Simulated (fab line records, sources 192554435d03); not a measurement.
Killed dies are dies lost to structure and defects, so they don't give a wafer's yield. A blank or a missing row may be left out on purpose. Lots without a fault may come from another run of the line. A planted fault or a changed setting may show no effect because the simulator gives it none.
Chamber matching | flow n5_finfet | N5_BEOL_M5_STRIP_36 on rie_diel-04: 4 sister chambers
The step strips in N2/H2. 20 wafers are shown with their chamber, then 10 later ones without.

WAFERS WITH THEIR CHAMBER
wafer  | chamber | showerhead_plenum_p_Torr (Torr) | throttle_valve_pct (%) | oes_product_au (a.u.)
L077.2 | 0       | 2.60                            | 24.3                   | 0.67
L077.5 | 3       | 2.69                            | 23.0                   | 0.95
L077.6 | 2       | 2.60                            | 23.5                   | 0.69
L080.1 | 3       | 2.69                            | 23.0                   | 0.92
L080.3 | 2       | 2.60                            | 23.6                   | 0.69
L080.4 | 2       | 2.60                            | 23.5                   | 0.68
L082.2 | 1       | 2.61                            | 23.8                   | 0.67
L082.4 | 2       | 2.60                            | 23.5                   | 0.68
L082.6 | 3       | 2.69                            | 23.0                   | 0.90
L081.1 | 1       | 2.61                            | 23.8                   | 0.67
L081.3 | 2       | 2.60                            | 23.5                   | 0.68
L081.5 | 2       | 2.60                            | 23.6                   | 0.69
L083.1 | 0       | 2.60                            | 24.0                   | 0.99
L083.5 | 3       | 2.68                            | 23.0                   | 0.91
L083.6 | 0       | 2.59                            | 24.0                   | 0.98
L085.1 | 0       | 2.59                            | 24.0                   | 0.93
L085.4 | 3       | 2.68                            | 23.0                   | 0.90
L085.5 | 2       | 2.59                            | 23.6                   | 0.68
L090.3 | 0       | 2.59                            | 24.1                   | 0.91
L090.4 | 1       | 2.61                            | 23.6                   | 0.92

SIGNATURES (means of the wafers above)
reading                  | chamber 0 | chamber 1 | chamber 2 | chamber 3 | scatter within a chamber
showerhead_plenum_p_Torr | 2.5940    | 2.6100    | 2.5986    | 2.6860    | 0.00451
throttle_valve_pct       | 24.080    | 23.733    | 23.543    | 23.000    | 0.0836
oes_product_au           | 0.8960    | 0.7533    | 0.6843    | 0.9160    | 0.0836
Rule: a wafer's distance from a chamber is the root of the sum, over the readings, of the square of ((its reading less the chamber's mean) divided by the reading's scatter). The wafer belongs to the nearest chamber; if the next one is less than 2 further off, it can't be placed. The scatter: the root of (the sum of the squares of (reading less its chamber's mean) over the shown wafers, divided by (wafers less chambers)).

WAFERS WITHOUT THEIR CHAMBER
wafer  | showerhead_plenum_p_Torr (Torr) | throttle_valve_pct (%) | oes_product_au (a.u.)
L090.6 | 2.68                            | 23.0                   | 0.87
L092.2 | 2.59                            | 24.0                   | 0.89
L092.4 | 2.68                            | 23.0                   | 0.88
L092.6 | 2.59                            | 24.1                   | 0.91
L096.2 | 2.60                            | 23.6                   | 0.91
L096.3 | 2.58                            | 24.1                   | 0.89
L096.4 | 2.67                            | 23.0                   | 0.88
L097.1 | 2.58                            | 24.1                   | 0.89
L097.2 | 2.67                            | 23.0                   | 0.87
L097.6 | 2.58                            | 24.1                   | 0.87

WHICH CHAMBER EACH WENT THROUGH
wafer  | from the rows above     | in truth
L090.6 | 3                       | 3
L092.2 | 0                       | 0
L092.4 | 3                       | 3
L092.6 | 0                       | 0
L096.2 | can't be placed: 2 or 1 | 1
L096.3 | 0                       | 0
L096.4 | 3                       | 3
L097.1 | 0                       | 0
L097.2 | 3                       | 3
L097.6 | 0                       | 0
Placed correctly: 9 of 10. Can't be placed from these rows: 1 (the true chamber is among the candidates in 1). Placed wrongly: 0.
